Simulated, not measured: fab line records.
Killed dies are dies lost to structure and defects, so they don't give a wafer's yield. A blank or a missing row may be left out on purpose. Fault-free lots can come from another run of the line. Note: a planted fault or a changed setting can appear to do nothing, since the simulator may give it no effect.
One fault through the eyes of 2 desks -- flow n5 finfet -- numbers are kept per desk, each desk with only its own; the story behind them comes last

FROM THE METROLOGY DESK
What the gauges read, lot by lot, whatever tool the lot ran on: means of the sampled wafers that have a number. Any lot whose mean is over 4 standard deviations away from the usual mean is out of limits and marked OUT; that distance is given in the brackets. 7 of its 12 readings are shown, namely those furthest out on some lot.
Columns: A = M2_RS at N5_BEOL_M2_RS_MEAS_58, usual 0.69 ohm/sq; B = DIBL_N at N5_BEOL_M4_RC_MEAS_101, usual 36.6 mV/V; C = IOFF_N at N5_BEOL_M4_RC_MEAS_101, usual 0.17 nA/um; D = IOFF_P at N5_BEOL_M4_RC_MEAS_101, usual 0.22 nA/um; E = ION_N at N5_BEOL_M4_RC_MEAS_101, usual 676 uA/um; F = VT_N at N5_BEOL_M4_RC_MEAS_101, usual 249 mV; G = VT_P at N5_BEOL_M4_RC_MEAS_101, usual -249 mV
lot,first seen here,A,B,C,D,E,F,G
L836,day 7 03:08,0.71,35.6,0.15,0.20,673,250,-249
L837,day 7 09:18,0.70,36.0,0.15,0.21,666,252,-252
L839,day 7 12:33,0.71,40.4,0.27,0.29,698,242,-245
L840,day 7 19:25,0.69,37.7,0.17,0.21,672,249,-253
L841,day 8 04:41,0.67,37.0,0.18,0.21,671,249,-251
L843,day 8 17:07,0.69,34.0,0.14,0.21,678,250,-248
L846,day 9 07:35,0.71,34.8,0.13,0.18,675,252,-252
L847,day 9 12:07,0.72,36.7,0.16,0.17,664,251,-252
L856,day 12 02:59,0.86,34.4,0.14,0.16,668,250,-255
L859,day 12 15:48,0.69,37.2,0.20,0.24,692,246,-246
This desk's finding: nothing out of limits on any of the 10 lots.

THE TOOL OWNER'S DESK: rie diel-01
The tool's own readings at N5_BEOL_M2_TRENCH_ETCH_37 (etches SiOC in C4F6/O2, target depth 55.555 nm, time 29.2 s): means of the sampled wafers that have a number, for each lot that ran on this tool. Any lot whose mean is over 4 standard deviations away from the usual mean is out of limits and marked OUT; that distance is given in the brackets.
Columns: A = drypump motor current A at N5_BEOL_M2_TRENCH_ETCH_37, usual 5.7 A; B = oes product au at N5_BEOL_M2_TRENCH_ETCH_37, usual 0.78 a.u.; C = rf fwd power W at N5_BEOL_M2_TRENCH_ETCH_37, usual 349.6 W; D = rf vpp V at N5_BEOL_M2_TRENCH_ETCH_37, usual 672 V; E = showerhead plenum p Torr at N5_BEOL_M2_TRENCH_ETCH_37, usual 2.86 Torr; F = throttle valve pct at N5_BEOL_M2_TRENCH_ETCH_37, usual 20.87 %
lot,first seen here,A,B,C,D,E,F
L843,day 8 11:38,5.9,0.72,349.1,685,2.88,20.87
L846,day 9 02:38,5.6,0.76,348.8,665,2.88,20.91
L847,day 9 07:46,5.8,0.69,349.3,694,2.94,21.05
L856,day 11 21:17,5.9,0.70,349.9,684,2.88,20.89
This desk's finding: nothing out of limits on any of the 4 lots.

PUT TOGETHER
The metrology desk saw nothing out of limits.
Nothing out of limits was seen by the tool owner's desk.

WHAT THE SIMULATOR PUT IN
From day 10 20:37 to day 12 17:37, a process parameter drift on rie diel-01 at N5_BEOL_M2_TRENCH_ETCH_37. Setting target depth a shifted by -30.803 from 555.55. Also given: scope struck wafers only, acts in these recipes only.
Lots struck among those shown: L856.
